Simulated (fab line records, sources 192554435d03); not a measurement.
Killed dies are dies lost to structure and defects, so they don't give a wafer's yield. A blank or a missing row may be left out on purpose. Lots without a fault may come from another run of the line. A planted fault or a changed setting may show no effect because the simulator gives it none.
One fault seen from 2 desks | flow n5_finfet | each desk has only its own numbers; what lay behind them comes last

THE METROLOGY DESK
What the gauges read, lot by lot, whatever tool the lot ran on: means of the sampled wafers that have a number. A lot is out of limits, marked OUT, if its mean lies more than 4 standard deviations from the usual mean; the brackets give that distance. Of its 10 readings 7 are shown: those that lie furthest out on some lot.
Columns: A = DIBL_N at N5_BEOL_M4_RC_MEAS_101, usual 36.3 mV/V; B = DIBL_P at N5_BEOL_M4_RC_MEAS_101, usual 36.3 mV/V; C = IOFF_N at N5_BEOL_M4_RC_MEAS_101, usual 0.16 nA/um; D = IOFF_P at N5_BEOL_M4_RC_MEAS_101, usual 0.21 nA/um; E = ION_N at N5_BEOL_M4_RC_MEAS_101, usual 672 uA/um; F = ION_P at N5_BEOL_M4_RC_MEAS_101, usual 459 uA/um; G = VT_P at N5_BEOL_M4_RC_MEAS_101, usual -251 mV
lot  | first seen here | A    | B    | C    | D    | E   | F   | G
L101 | day 8 16:58     | 33.8 | 32.7 | 0.12 | 0.15 | 654 | 448 | -254
L102 | day 8 23:09     | 36.1 | 38.1 | 0.16 | 0.20 | 675 | 455 | -254
L103 | day 9 05:11     | 37.0 | 35.9 | 0.17 | 0.19 | 673 | 453 | -254
L108 | day 11 21:26    | 37.0 | 38.0 | 0.17 | 0.23 | 677 | 464 | -248
L111 | day 11 21:34    | 36.9 | 39.0 | 0.19 | 0.24 | 671 | 461 | -248
L113 | day 12 22:51    | 34.9 | 35.6 | 0.15 | 0.21 | 661 | 455 | -250
L114 | day 13 14:58    | 36.6 | 37.7 | 0.16 | 0.22 | 671 | 468 | -247
L116 | day 14 07:01    | 36.8 | 37.4 | 0.20 | 0.23 | 675 | 458 | -250
L121 | day 14 14:23    | 36.7 | 37.0 | 0.19 | 0.22 | 681 | 460 | -249
This desk's finding: nothing out of limits on any of the 9 lots.

THE TOOL OWNER'S DESK: ald_metal-03
The tool's own readings at N5_HKMG_FIN_ALD_21 (deposits TiN, target thk 1.5 nm, pulse time 1 s, purge time 3 s): means of the sampled wafers that have a number, for each lot that ran on this tool. A lot is out of limits, marked OUT, if its mean lies more than 4 standard deviations from the usual mean; the brackets give that distance.
Columns: A = heater_power_w at N5_HKMG_FIN_ALD_21, usual 843 W; B = precursor_pulse_height_rel at N5_HKMG_FIN_ALD_21, usual 1.000; C = susceptor_temp_C at N5_HKMG_FIN_ALD_21, usual 400.01 C
lot  | first seen here | A   | B     | C
L103 | day 5 12:09     | 927 | 0.997 | 400.27
L108 | day 6 20:31     | 900 | 0.988 | 399.77
L111 | day 7 16:23     | 869 | 0.990 | 399.83
L113 | day 8 03:10     | 661 | 1.018 | 369.99 (-99 or more) OUT
L114 | day 8 08:56     | 692 | 1.001 | 369.97 (-99 or more) OUT
This desk's finding: out of limits on L113, L114; first on L113, day 8 03:10 (susceptor_temp_C at N5_HKMG_FIN_ALD_21). In limits: L103, L108, L111.

PUT TOGETHER
The tool owner's desk could have raised an alarm at day 8 03:10, on L113, L114.
The metrology desk saw nothing out of limits.
The metrology desk has L113, L114 on record, within its limits.
Of the lots named, all ran N5_HKMG_FIN_ALD_21 on ald_metal-03.

WHAT THE SIMULATOR HAD PUT IN
Process parameter drift: ald_metal-03, from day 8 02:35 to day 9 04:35, at N5_HKMG_FIN_ALD_21. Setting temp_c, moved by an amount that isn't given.
Lots struck among those shown: L113, L114.
Hours from the fault's start to each desk's first reading out of limits: the tool owner's desk, 1.
